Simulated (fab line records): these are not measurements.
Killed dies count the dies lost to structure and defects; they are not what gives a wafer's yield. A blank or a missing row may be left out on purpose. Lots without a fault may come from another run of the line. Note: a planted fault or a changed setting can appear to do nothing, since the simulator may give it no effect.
Matching of chambers ; flow n5-finfet ; rie-diel-06 running N5_SD_EPI_P_DESCUM_14: 4 sister chambers
The step chemistry O2, time 7.9 s. 16 wafers are shown with their chamber, then 8 later ones without.

## EACH WAFER AND ITS CHAMBER
wafer;chamber;showerhead-plenum-p-Torr (Torr);drypump-motor-current-A (A);throttle-valve-pct (%)
L076.1;2;1.93;5.6;20.51
L076.2;1;2.08;5.2;20.18
L076.3;3;2.10;6.2;20.81
L076.4;0;2.08;5.6;20.39
L076.5;1;2.08;5.2;20.19
L076.6;2;1.93;5.6;20.51
L078.2;1;2.08;5.2;20.17
L078.3;3;2.10;6.2;20.83
L078.4;2;1.93;5.6;20.51
L080.2;3;2.10;6.2;20.83
L080.4;0;2.08;5.7;20.38
L080.6;3;2.09;6.2;20.84
L081.2;3;2.09;6.2;20.84
L081.5;2;1.93;5.6;20.51
L081.6;1;2.07;5.2;20.20
L084.1;2;1.93;5.6;20.53

SIGNATURES (averages over the wafers above)
reading;chamber 0;chamber 1;chamber 2;chamber 3;scatter within a chamber
showerhead-plenum-p-Torr;2.0800;2.0775;1.9300;2.0960;0.00403
drypump-motor-current-A;5.650;5.200;5.600;6.200;0.0204
throttle-valve-pct;20.3850;20.1850;20.5140;20.8300;0.0111
Rule: a wafer's distance from a chamber is the root of the sum, over the readings, of the square of ((its reading less the chamber's mean) divided by the reading's scatter). If the next closest chamber is less than 2 further off than the closest, the wafer can't be placed; otherwise it belongs to the closest. The scatter: the root of (the sum of the squares of (reading less its chamber's mean) over the shown wafers, divided by (wafers less chambers)).

## WAFERS WITH NO CHAMBER GIVEN
wafer;showerhead-plenum-p-Torr (Torr);drypump-motor-current-A (A);throttle-valve-pct (%)
L084.3;2.07;5.2;20.24
L084.4;2.09;6.2;20.85
L095.3;1.92;5.6;20.55
L095.4;2.07;5.7;20.44
L095.5;1.92;5.6;20.55
L097.1;2.06;5.2;20.23
L097.3;2.08;6.2;20.88
L097.5;2.06;5.2;20.25

## WHICH CHAMBER EACH ONE RAN IN
wafer;from the rows above;in truth
L084.3;1;1
L084.4;3;3
L095.3;2;2
L095.4;0;0
L095.5;2;2
L097.1;1;1
L097.3;3;3
L097.5;1;1
Placed correctly: 8 of 8. Can't be placed from these rows: 0. 0 placed wrongly.
